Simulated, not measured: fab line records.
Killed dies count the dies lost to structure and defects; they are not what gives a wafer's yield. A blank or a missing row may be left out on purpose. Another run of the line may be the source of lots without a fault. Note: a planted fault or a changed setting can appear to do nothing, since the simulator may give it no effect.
Which tool was responsible? | flow nand-harc | 11 lots with 33 wafers sampled at 5 steps, on a route of 1159 steps

== WHAT THE GAUGES READ, wafer by wafer ==
NHARC_END_WLT_00. Usual: VT_DECK1_BOTTOM 0.869, standard deviation 0.0085; VT_DECK1_BOTTOM_INNER 0.869, standard deviation 0.0084; VT_DECK1_MEDIAN_NEAR_BOTTOM 0.871, standard deviation 0.0084; VT_DECK1_MEDIAN_NEAR_BOTTOM_INNER 0.871, standard deviation 0.0086; VT_DECK1_MIDDLE 0.883, standard deviation 0.0071; VT_DECK1_MIDDLE_INNER 0.882, standard deviation 0.0073; VT_DECK1_TOP 0.894, standard deviation 0.0071; VT_DECK1_TOP_INNER 0.894, standard deviation 0.0069.
lot  | measured     | on        | VT_DECK1_BOTTOM   | VT_DECK1_BOTTOM_INNER | VT_DECK1_MEDIAN_NEAR_BOTTOM | VT_DECK1_MEDIAN_NEAR_BOTTOM_INNER | VT_DECK1_MIDDLE   | VT_DECK1_MIDDLE_INNER | VT_DECK1_TOP      | VT_DECK1_TOP_INNER | flag
L822 | day 19 18:24 | prober-01 | 0.883 0.881 0.871 | 0.875 0.884 0.872     | 0.887 0.880 0.874           | 0.880 0.892 0.877                 | 0.886 0.902 0.889 | 0.887 0.889 0.885     | 0.897 0.896 0.903 | 0.902 0.903 0.902  |
L823 | day 19 17:50 | prober-02 | 0.877 0.877 0.862 | 0.862 0.878 0.872     | 0.866 0.884 0.877           | 0.866 0.875 0.868                 | 0.888 0.890 0.884 | 0.882 0.892 0.882     | 0.901 0.904 0.902 | 0.902 0.913 0.906  |
L825 | day 20 01:37 | prober-02 | 0.867 0.877 0.858 | 0.866 0.875 0.872     | 0.874 0.885 0.870           | 0.868 0.872 0.868                 | 0.873 0.889 0.890 | 0.883 0.887 0.883     | 0.897 0.897 0.897 | 0.894 0.896 0.898  |
L826 | day 20 18:47 | prober-01 | 0.886 0.872 0.873 | 0.877 0.871 0.889     | 0.876 0.881 0.883           | 0.880 0.871 0.884                 | 0.892 0.893 0.893 | 0.891 0.882 0.892     | 0.903 0.904 0.900 | 0.894 0.902 0.907  |
L828 | day 21 17:51 | prober-02 | 0.853 0.855 0.857 | 0.850 0.858 0.855     | 0.858 0.857 0.861           | 0.857 0.846 0.852                 | 0.871 0.864 0.877 | 0.864 0.864 0.859     | 0.883 0.878 0.879 | 0.880 0.880 0.879  |
L829 | day 21 09:09 | prober-02 | 0.861 0.887 0.873 | 0.859 0.870 0.877     | 0.857 0.876 0.872           | 0.858 0.884 0.874                 | 0.884 0.879 0.891 | 0.877 0.883 0.886     | 0.896 0.900 0.896 | 0.895 0.894 0.899  |
L831 | day 21 02:18 | prober-02 | 0.881 0.869 0.871 | 0.875 0.856 0.876     | 0.872 0.867 0.877           | 0.877 0.870 0.870                 | 0.881 0.884 0.874 | 0.901 0.878 0.896     | 0.898 0.899 0.891 | 0.901 0.902 0.902  |
L834 | day 22 06:25 | prober-01 | 0.863 0.848 0.875 | 0.869 0.856 0.870     | 0.877 0.857 0.875           | 0.872 0.865 0.880                 | 0.880 0.878 0.884 | 0.876 0.875 0.887     | 0.885 0.894 0.883 | 0.888 0.890 0.891  |
L832 | day 22 01:08 | prober-02 | 0.873 0.865 0.874 | 0.869 0.874 0.873     | 0.870 0.870 0.876           | 0.877 0.868 0.877                 | 0.889 0.882 0.884 | 0.891 0.884 0.885     | 0.889 0.895 0.898 | 0.893 0.896 0.899  |
L842 | day 25 00:32 | prober-01 | 0.871 0.869 0.869 | 0.867 0.865 0.873     | 0.869 0.865 0.874           | 0.871 0.864 0.872                 | 0.880 0.873 0.882 | 0.880 0.886 0.875     | 0.887 0.901 0.889 | 0.887 0.893 0.891  |
L844 | day 25 00:33 | prober-02 | 0.860 0.860 0.862 | 0.872 0.866 0.872     | 0.872 0.860 0.870           | 0.873 0.858 0.869                 | 0.890 0.871 0.880 | 0.884 0.888 0.877     | 0.898 0.896 0.892 | 0.891 0.897 0.897  |

NHARC_END_SORT_01. Usual: defect-limited-yield 95.5 %, standard deviation 1.4; killed-at-array 26, standard deviation 9.7; killed-at-other 1.0, standard deviation 1.2; killed-at-periphery 3.9, standard deviation 2.6; killed-dies 31, standard deviation 9.7; killed-open 3.2, standard deviation 1.8; killed-short 2.0, standard deviation 1.3; sort_bin_2_pct 1.4 %, standard deviation 0.6; sort_bin_3_pct 0.23 %, standard deviation 0.2; sort_bin_4_pct 2.9 %, standard deviation 0.97; sort-n-pass 646, standard deviation 9.7; sort-rim-yield-pct 95.7 %, standard deviation 2.6; sort-yield-pct 95.5 %, standard deviation 1.4.
lot  | measured     | on        | defect-limited-yield (%) | killed-at-array | killed-at-other | killed-at-periphery | killed-dies | killed-open | killed-short | sort_bin_2_pct (%) | sort_bin_3_pct (%) | sort_bin_4_pct (%) | sort-n-pass | sort-rim-yield-pct (%) | sort-yield-pct (%) | flag
L834 | day 22 10:20 | prober-01 | 93.6 94.1 94.1           | 38 33 33        | 0 0 0           | 5 7 7               | 43 40 40    | 2 0 5       | 2 0 1        | 2.2 1.5 2.7        | 0 0 0.30           | 4.1 4.4 3.0        | 634 637 637 | 94.3 92.5 98.1         | 93.6 94.1 94.1     |
L832 | day 22 04:25 | prober-02 | 98.1 96.3 96.2           | 12 18 18        | 0 3 2           | 1 4 6               | 13 25 26    | 2 3 3       | 1 3 5        | 0.6 1.0 1.0        | 0 0.15 0.15        | 1.3 2.5 2.7        | 664 652 651 | 99.1 95.3 98.1         | 98.1 96.3 96.2     |
L842 | day 25 03:33 | prober-01 | 87.9 87.9 84.8           | 17 17 18        | 3 2 1           | 62 63 84            | 82 82 103   | 5 1 2       | 0 1 0        | 5.5 5.8 6.4        | 1.92 2.07 3.40     | 4.7 4.3 5.5        | 595 595 574 | 85.8 86.8 98.1         | 87.9 87.9 84.8     | OFF
L844 | day 25 03:33 | prober-02 | 87.6 83.5 85.5           | 23 33 41        | 0 0 0           | 61 79 57            | 84 112 98   | 3 5 8       | 2 2 1        | 5.3 7.2 4.1        | 2.22 2.81 2.95     | 4.9 6.5 7.4        | 593 565 579 | 83.0 96.2 83.0         | 87.6 83.5 85.5     | OFF

== WHAT TOOL EACH LOT RAN ON (gives the tool, then ch and the chambers of the sampled wafers, and finally the start) ==
lot  | NHARC_P_BONDPAD_ETCH_37           | NHARC_THIN_TSV_PRE_CLEAN_50             | NHARC_THIN_TSV_PVD_19
L822 | rie-diel-04 ch 0,2,3, day 6 23:34 | pvd-sputter-03, day 19 18:24 or earlier | pvd-sputter-03, day 19 18:24 or earlier
L823 | rie-diel-12 ch 1,2, day 7 01:33   | pvd-sputter-01, day 19 17:50 or earlier | pvd-sputter-01, day 19 17:50 or earlier
L825 | rie-diel-12 ch 1,3, day 7 11:10   | pvd-sputter-01, day 20 01:37 or earlier | pvd-sputter-01, day 20 01:37 or earlier
L826 | rie-diel-04 ch 0,1, day 7 23:30   | pvd-sputter-02, day 20 18:47 or earlier | pvd-sputter-02, day 20 18:47 or earlier
L828 | rie-diel-04 ch 1,2, day 8 04:59   | pvd-sputter-02, day 21 17:51 or earlier | pvd-sputter-02, day 21 17:51 or earlier
L829 | rie-diel-04 ch 2,3, day 8 09:25   | pvd-sputter-01, day 21 09:09 or earlier | pvd-sputter-01, day 21 09:09 or earlier
L831 | rie-diel-04 ch 0,2, day 8 14:38   | pvd-sputter-01, day 21 02:18 or earlier | pvd-sputter-01, day 21 02:18 or earlier
L834 | rie-diel-04 ch 0,1, day 9 17:48   | pvd-sputter-02, day 22 06:25 or earlier | pvd-sputter-02, day 22 06:25 or earlier
L832 | rie-diel-01 ch 0,1,2, day 9 18:05 | pvd-sputter-03, day 22 01:08 or earlier | pvd-sputter-03, day 22 01:08 or earlier
L842 | rie-diel-04 ch 2,3, day 11 14:52  | pvd-sputter-01, day 25 00:32 or earlier | pvd-sputter-01, day 25 00:32 or earlier
L844 | rie-diel-04 ch 1,3, day 12 04:11  | pvd-sputter-02, day 25 00:33 or earlier | pvd-sputter-02, day 25 00:33 or earlier
- NHARC_P_BONDPAD_ETCH_37: etches the open film in N2/H2, target depth 60 nm, overetch 18 nm, time 65.91 s.
- NHARC_THIN_TSV_PRE_CLEAN_50: time 30 s.
- NHARC_THIN_TSV_PVD_19: deposits TaN, target thk 20 nm.

== AS READ BY THE TOOLS THEMSELVES (means over the sampled wafers that have a number; for cases with no such wafer, the mark the record gives instead) ==
NHARC_P_BONDPAD_ETCH_37. Usual: chamber-pressure-mTorr 30.001 mTorr, standard deviation 0.028; drypump-motor-current-A 5.6 A, standard deviation 0.43; oes-product-au 0.985 a.u., standard deviation 0.014; rf-vpp-V 429.9 V, standard deviation 2.5; showerhead-plenum-p-Torr 2.01 Torr, standard deviation 0.085; throttle-valve-pct 14.171 %, standard deviation 0.0084.
lot  | tool        | chamber-pressure-mTorr (mTorr) | drypump-motor-current-A (A) | oes-product-au (a.u.) | rf-vpp-V (V) | showerhead-plenum-p-Torr (Torr) | throttle-valve-pct (%) | flag
L822 | rie-diel-04 | 30.002                         | 5.3                         | 0.991                 | 429.7        | 2.03                            | 14.171                 |
L823 | rie-diel-12 | 29.992                         | 6.1                         | 1.000                 | 428.4        | 1.94                            | 14.177                 |
L825 | rie-diel-12 | 29.981                         | 6.0                         | 1.008                 | 428.9        | 1.96                            | 14.176                 |
L826 | rie-diel-04 | 30.002                         | 5.7                         | 0.970                 | 432.5        | 2.11                            | 14.173                 |
L828 | rie-diel-04 | 30.024                         | 5.6                         | 0.979                 | 430.8        | 2.04                            | 14.174                 |
L829 | rie-diel-04 | 30.028                         | 5.1                         | 0.996                 | 428.1        | 1.97                            | 14.161                 |
L831 | rie-diel-04 | 30.020                         | 5.1                         | 0.990                 | 430.0        | 2.01                            | 14.177                 |
L834 | rie-diel-04 | 30.011                         | 5.8                         | 0.983                 | 431.9        | 2.10                            | 14.157                 |
L832 | rie-diel-01 | 30.019                         | 5.6                         | 0.978                 | 426.8        | 1.92                            | 14.165                 |
L842 | rie-diel-04 | 30.000                         | 5.3                         | 0.996                 | 429.4        | 1.99                            | 14.170                 |
L844 | rie-diel-04 | 29.996                         | 5.7                         | 0.995                 | 430.7        | 2.04                            | 14.176                 |

NHARC_THIN_TSV_PRE_CLEAN_50. Usual: 427 W for heater-power-w, sd 48.
lot  | tool           | heater-power-w (W) | flag
L822 | pvd-sputter-03 | 400                |
L823 | pvd-sputter-01 | 407                |
L825 | pvd-sputter-01 | 437                |
L826 | pvd-sputter-02 | 422                |
L828 | pvd-sputter-02 | 455                |
L829 | pvd-sputter-01 | 410                |
L831 | pvd-sputter-01 | 417                |
L834 | pvd-sputter-02 | 472                |
L832 | pvd-sputter-03 | 402                |
L842 | pvd-sputter-01 | 412                |
L844 | pvd-sputter-02 | 464                |

NHARC_THIN_TSV_PVD_19. Usual: 30.4 % for throttle-valve-pct, sd 1.1.
lot  | tool           | throttle-valve-pct (%) | flag
L822 | pvd-sputter-03 | 32.5                   |
L823 | pvd-sputter-01 | 29.1                   |
L825 | pvd-sputter-01 | 29.5                   |
L826 | pvd-sputter-02 | 30.1                   |
L828 | pvd-sputter-02 | 29.7                   |
L829 | pvd-sputter-01 | 29.4                   |
L831 | pvd-sputter-01 | 29.6                   |
L834 | pvd-sputter-02 | 29.7                   |
L832 | pvd-sputter-03 | 30.9                   |
L842 | pvd-sputter-01 | 29.6                   |
L844 | pvd-sputter-02 | 30.2                   |

== THE ANSWER, worked out from the rows above alone ==
Rule: take the mean of a lot's wafers that have a number; if it is more than 3 standard deviations from the usual mean, the lot is off. A lot without any number at a reading at which 4 lots or more have one is off too. Any other lot the step has rows for is counted as sound. The gauges are gone through in route order, then the tools' own readings, and for those a lot's mean is taken as printed above. At the first step where some lot is off, the reading lying furthest off is the one used; lots without a number count as furthest.
Off: L842, L844, at NHARC_END_SORT_01 (killed-at-periphery). Neither off nor sound, because the step has no rows for them: L822, L823, L825, L826, L828, L829, L831.
If a tool, at a process step before that reading, ran all the lots that are off and no sound lot after the first of them, it fits. Gauges at NHARC_END_SORT_01: tried the same way as those tools. NHARC_THIN_TSV_PRE_CLEAN_50: start missing for some lots; hours and lot order therefore follow NHARC_END_WLT_00. NHARC_THIN_TSV_PVD_19: start missing for some lots; hours and lot order therefore follow NHARC_END_WLT_00. One fits: NHARC_P_BONDPAD_ETCH_37 on rie-diel-04. Its last sound lot is L834 (day 9 17:48), its first lot that is off L842 (day 11 14:52): a fault that began between those two fits.
The tool's own readings at NHARC_P_BONDPAD_ETCH_37 bear it out: on the lots that are off they differ by more than 5 times the standard deviation of the sound lots' means. oes-product-au reads 0.996 a.u. there against 0.980 a.u. on the sound lots.

== WHAT WAS PUT IN BY THE SIMULATOR ==
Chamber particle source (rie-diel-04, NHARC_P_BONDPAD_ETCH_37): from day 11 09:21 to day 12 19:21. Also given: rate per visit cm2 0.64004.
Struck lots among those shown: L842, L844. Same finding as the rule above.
